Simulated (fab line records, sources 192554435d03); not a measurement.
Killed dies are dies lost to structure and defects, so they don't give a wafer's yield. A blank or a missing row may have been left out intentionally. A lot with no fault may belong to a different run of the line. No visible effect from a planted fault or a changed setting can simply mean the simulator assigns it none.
8D (eight disciplines) problem report, filled in by code	flow n5Finfet	the parts of the form that need people (team, actions taken, sign-off) are left out

== 1. WHAT WENT WRONG ==
Wafers without a fault read 50.00 rpm, standard deviation 0.036; platenRpm at N5_BEOL_M5_CMP_52 reads a mean of 47.98 rpm on 3 wafers belonging to 2 lots. Measured from the usual mean, that is -56 standard deviations.
The step: polishes, stops on SiCOH lowk, t overpolish 6.9 s, target thk 62 nm.
Seen first at day 9 11:43 on cmp-02, wafer L428.4. At this step, 33 wafers from 11 lots have a number in the record. The rule behind "out" and "out of limits": a value lying over 4 standard deviations away from the usual mean. The other wafers with a number count as sound.

== 2. WHAT IT IS, WHAT IT ISN'T ==
question	is	is not
which readings at this step	platenRpm	motorCurrentA, overpolishRunS, timeToEndpointS
which lots	L428, L431	L423, L424, L425, L437, L441, L442, L443, L444, L445
which wafers of those lots	L428.4, L428.6, L431.6	L428.1, L431.1, L431.4
read on which tools	cmp-02	cmp-01, cmp-04
when	from day 9 11:43	up to then (10 sound wafers); but 20 sound wafers of L431, L437, L441, L442, L443, L444, L445 came after

== 3. THE SUSPECTS, EACH WITH WHAT RULES IT OUT ==
Counting: any tool at a process step up to the reading remains a suspect provided it ran every lot that is out. Sound lots after the first of them don't rule it out here, since some wafers of a struck lot are sound.
- pvdSputter-03 at N5_BEOL_M5_SURFACE_TREAT_87: kept. It ran every lot that is out, first L428 (day 9 06:17).
- pvdSputter-03 at N5_BEOL_M5_SPUTTER_48 (material Cu, target thk 15 nm, time 27.62 s): kept. Every lot that is out went through it, the first being L428 (day 9 06:52); the last sound lot it ran before that was L424 (day 8 20:07).
- cmp-02 at N5_BEOL_M5_CMP_52 (polishes, stops on SiCOH lowk, t overpolish 6.9 s, target thk 62 nm): kept. Every lot that is out went through it, the first being L428 (day 9 11:43); the last sound lot it ran before that was L425 (day 9 07:22). Its own readings are out on those wafers: platenRpm.
- In cmp-02 at N5_BEOL_M5_CMP_52, the wafers that are out were processed in chamber 2 and their sound lot-mates in chambers 0, 1.
Still standing after the count: pvdSputter-03 at N5_BEOL_M5_SURFACE_TREAT_87, pvdSputter-03 at N5_BEOL_M5_SPUTTER_48, cmp-02 at N5_BEOL_M5_CMP_52.

== 4. THE CAUSE (what the simulator had put in) ==
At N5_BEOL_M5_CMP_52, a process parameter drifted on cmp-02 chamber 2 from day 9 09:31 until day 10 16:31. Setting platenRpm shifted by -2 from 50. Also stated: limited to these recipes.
Counting leaves 3 suspects; this tool is one of them.

== 5. SEQUENCE OF EFFECTS, ordered by route ==
Each row: a reading where the mean over the struck wafers with a number is more than 3 standard deviations away from the usual. Only readings whose record carries a usual standard deviation are examined. hours: median over the lots of the time between each lot's start at the first step of this table that gives one and its start at this step. sigmas: the change, counted in usual standard deviations.
hours	step	reading	usual	on struck wafers	change	sigmas
0	N5_BEOL_M5_CMP_52	platenRpm	50.00 rpm	47.98	-2.02	-56
Process steps it contains:
- N5_BEOL_M5_CMP_52: polishes, stops on SiCOH lowk, t overpolish 6.9 s, target thk 62 nm.

== 6. WHAT WOULD HAVE CAUGHT IT SOONER ==
The fault began at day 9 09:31; the first out-of-limits reading in this record came at day 9 11:43, 2 hours later.
